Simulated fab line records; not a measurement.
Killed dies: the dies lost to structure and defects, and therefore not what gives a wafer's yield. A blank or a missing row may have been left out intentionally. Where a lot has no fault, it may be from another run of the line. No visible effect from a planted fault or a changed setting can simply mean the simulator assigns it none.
What tool caused it?    flow n5Finfet    11 lots, 32 wafers sampled, at 2 steps of a route of 1938

== WHAT THE GAUGES READ, wafer by wafer ==
N5_BEOL_M4_RC_MEAS_101.
lot   measured      on         RS_NWELL (ohm/sq)
L599  day 7 20:41   prober-01  1032 1042 1033
L600  day 8 00:44   prober-01  1049 1048
L604  day 9 03:22   prober-01  1033 1039 1046
L606  day 9 22:17   prober-01  1021 1022 1019
L610  day 10 14:30  prober-01  1031 1033 1045
L611  day 11 07:26  prober-01  949 934 937
L612  day 11 13:40  prober-02  1036 1043 1037
L613  day 11 07:28  prober-02  1038 1032 1040
L614  day 12 00:31  prober-01  940 950 941
L615  day 11 22:24  prober-01  1042 1038 1042
L622  day 13 18:21  prober-02  1034 1032 1037

== WHAT TOOL EACH LOT RAN ON (gives the tool, then ch and the chambers of the sampled wafers, and finally the start) ==
lot   N5_WELL_APT_IMPLANT_14
L599  implanter-02 ch 0, day 1 13:54
L600  implanter-01 ch 0, day 1 21:09
L604  implanter-01 ch 0, day 2 21:38
L606  implanter-01 ch 0, day 3 09:04
L610  implanter-01 ch 0, day 4 07:44
L611  implanter-01 ch 0, day 4 13:47
L612  implanter-02 ch 0, day 4 19:48
L613  implanter-02 ch 0, day 5 02:40
L614  implanter-01 ch 0, day 5 07:49
L615  implanter-02 ch 0, day 5 14:05
L622  implanter-02 ch 0, day 7 07:54
- N5_WELL_APT_IMPLANT_14

== THE ANSWER, worked out from the rows above alone ==
Rule: usual is defined by the lots themselves. Put in order of their means at a reading, lots are off if they are a third of the lots or fewer, leave a main group of 4 or more, and stand apart from it by a gap of 3 or more times the standard deviation of the main group's means; of several such gaps the widest counts. The tables above print the reading to a certain number of digits; a main group whose means all agree to those digits is not used. Also off: a lot with no number at a reading for which 4 or more lots have one. All remaining lots with rows at the step are treated as sound.
Off: L611, L614, at N5_BEOL_M4_RC_MEAS_101 (RS_NWELL). The main group: mean 1037 ohm/sq, standard deviation 6.9.
If a tool, at a process step before that reading, ran all the lots that are off and no sound lot after the first of them, it fits. The gauges at N5_BEOL_M4_RC_MEAS_101 are tried like those tools. One fits: implanter-01 at N5_WELL_APT_IMPLANT_14. A fault onset in the window from L610 (day 4 07:44, its last sound lot) to L611 (day 4 13:47, its first lot off) fits.

== WHAT THE SIMULATOR PUT IN ==
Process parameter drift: implanter-01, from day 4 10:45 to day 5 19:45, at N5_WELL_APT_IMPLANT_14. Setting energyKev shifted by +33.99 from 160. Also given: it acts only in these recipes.
Shown lots that were struck: L611, L614. Same finding as the rule above.
